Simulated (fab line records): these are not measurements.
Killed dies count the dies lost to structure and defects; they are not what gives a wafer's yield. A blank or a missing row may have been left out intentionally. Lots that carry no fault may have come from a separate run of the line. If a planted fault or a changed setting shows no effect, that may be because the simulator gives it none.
A struck lot beside a sound one ; flow nand harc ; 13 out of 1302 route steps
Sound: wafers L518.1, L518.3, L518.5. Struck: wafers L531.4, L531.6 (left out: L531.1, a lot-mate that was not struck); the cause follows at the end.
Per side, at each step with rows, come the tool, then ch with its chambers, and then its first start. Under that, the readings that differ: sound wafers ; struck wafers ; difference of the means ; sigmas: that difference in standard deviations of wafers without a fault.
alike: same words and numbers on both sides, and readings whose means sit less than 2 such deviations apart. not compared: any withheld reading, any reading some wafer has no value for, any bound like >300 that may hide the same value, and any number with overlapping values for which the record gives no deviation.
The two part at a step that has a row with sigmas, a row that says differs or no value, or rows on one side only. Non-overlapping numbers with no deviation appear without sigmas and do not part them. A reading missing from all wafers of one side parts the sides only when that side holds two or more wafers.

NHARC_A_SLIT_CD_MEAS_21:
  struck on cd sem-03, day 26 15:07; sound on cd sem-02, day 21 13:38
  alike: cd nm
then, 3 steps without rows for these wafers: NHARC_A_SIN_REMOVE_WET_00 (chemistry H3PO4, time 15300 s); NHARC_A_SIN_REMOVE_PRECLEAN_01 (cleans in SC1); NHARC_A_SIN_REMOVE_SRD_02.
NHARC_A_SIN_REMOVE_INSPECT_04:
  struck on defect inspect-02, day 26 21:48; sound on defect inspect-01, day 21 20:09
  alike: raw defect count
NHARC_A_WL_FILL_ALD_00: deposits Al2O3, target thk 3 nm, pulse time 3 s, ald cycles 30.
  sound on ald hk-03 ch 0,1,3, day 21 20:13; struck on ald hk-02 ch 1,3, day 26 21:55
  alike: heater power w, precursor pulse height rel
NHARC_A_WL_FILL_RTA_01: time 5 s.
  sound on rtp anneal-01 ch 0, day 21 20:29; struck on rtp anneal-02 ch 0, day 26 22:08
reading;sound;struck;difference;sigmas
lamp power pct (%);26.7 26.7 26.7;28.7 28.7;+2.0;+2
  alike: wafer_temp_C_max
NHARC_A_WL_FILL_ALD_02: deposits TiN, target thk 2 nm, pulse time 3 s, ald cycles 100.
  sound on ald metal-04 ch 0,2, day 21 20:42; struck on ald metal-02 ch 1, day 26 22:23
  alike: heater power w, precursor pulse height rel
NHARC_A_WL_FILL_CVD_03: deposits W, target thk 40 nm, time 279 s.
  sound on cvd w-01 ch 0,1, day 21 21:08; struck on cvd w-02 ch 0,1, day 26 22:50
  alike: heater power w, throttle valve pct
NHARC_A_WL_FILL_ETCHBACK_04: etches the open film in NF3, target depth 60 nm, time 120 s.
  sound on rie metal-03 ch 1, day 21 21:35; struck on rie metal-03 ch 0,1, day 26 23:09
  alike: drypump motor current A, oes product au
  not compared: rf hours counter h
NHARC_A_WL_FILL_ETCHBACK_05: etches the open film in Cl2/BCl3, target depth 22 nm, time 60 s.
  sound on rie metal-03 ch 0, day 21 21:47; struck on rie metal-03 ch 0,1, day 26 23:23
reading;sound;struck;difference;sigmas
oes product au (a.u.);0.997 0.986 0.987;1.323 1.320;+0.331;+40
  alike: drypump motor current A
  not compared: rf hours counter h
then, 1 step without rows for these wafers: NHARC_A_WL_FILL_STRIP_27 (strips in N2/H2, time 20 s).
-- jump in the record: it breaks off in module A_WL_FILL and resumes in module END (first step shown: number 1302 of the route), and 4 days separate the struck wafers' starts before and after --
NHARC_END_SORT_01:
  sound on prober-02 ch 0, day 25 16:37; struck on prober-01 ch 0, day 31 04:53
  alike: killed at array, killed at other, killed at periphery, killed dies, killed open, killed short

WHERE THEY PART
Last at NHARC_A_WL_FILL_ETCHBACK_05 as far as this record goes, first at NHARC_A_WL_FILL_RTA_01. Later steps at which nothing parts them and some readings are alike: NHARC_END_SORT_01.

WHY: what the simulator had put in
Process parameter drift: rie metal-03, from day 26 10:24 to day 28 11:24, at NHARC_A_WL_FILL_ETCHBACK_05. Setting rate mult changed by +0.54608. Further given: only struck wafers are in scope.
